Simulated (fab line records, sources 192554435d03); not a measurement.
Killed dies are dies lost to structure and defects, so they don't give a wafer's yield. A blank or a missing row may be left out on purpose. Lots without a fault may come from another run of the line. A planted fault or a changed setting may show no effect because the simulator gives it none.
Chamber matching | flow n5_finfet | N5_BEOL_M2_VIA_ETCH_34 on rie_diel-03: 4 sister chambers
The step etches the open film in C4F6/O2, target depth 69.4 nm, time 65.9 s. 4 wafers are shown with their chamber, then 12 later ones without.

WAFERS WITH THEIR CHAMBER
wafer  | chamber | showerhead_plenum_p_Torr (Torr)
L086.2 | 1       | 2.76
L089.2 | 2       | 2.75
L089.4 | 3       | 2.78
L089.5 | 0       | 3.02

WAFERS WITHOUT THEIR CHAMBER
wafer  | showerhead_plenum_p_Torr (Torr)
L090.1 | 2.76
L090.4 | 2.78
L090.5 | 3.02
L094.2 | 2.78
L094.4 | 3.02
L094.5 | 2.75
L095.2 | 2.74
L095.3 | 3.02
L095.4 | 2.78
L096.2 | 2.75
L096.3 | 3.02
L096.6 | 3.02

WHICH CHAMBER EACH WENT THROUGH
wafer  | from the rows above | in truth
L090.1 | 1                   | 1
L090.4 | 3                   | 3
L090.5 | 0                   | 0
L094.2 | 3                   | 3
L094.4 | 0                   | 0
L094.5 | 2                   | 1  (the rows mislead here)
L095.2 | 2                   | 2
L095.3 | 0                   | 0
L095.4 | 3                   | 3
L096.2 | 2                   | 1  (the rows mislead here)
L096.3 | 0                   | 0
L096.6 | 0                   | 0
Placed correctly: 10 of 12. Can't be placed from these rows: 0. Placed wrongly: 2.
How it was worked out, from the rows above alone: a wafer's distance from a chamber is the root of the sum, over the readings, of the square of ((its reading less the chamber's mean) divided by the reading's scatter). The wafer belongs to the nearest chamber; if the next one is less than 2 further off, it can't be placed. A chamber's mean is the mean of its shown wafers. The scatter: with one shown wafer a chamber, the root of the mean of the squares of how far each hidden wafer lies from its nearest shown one.
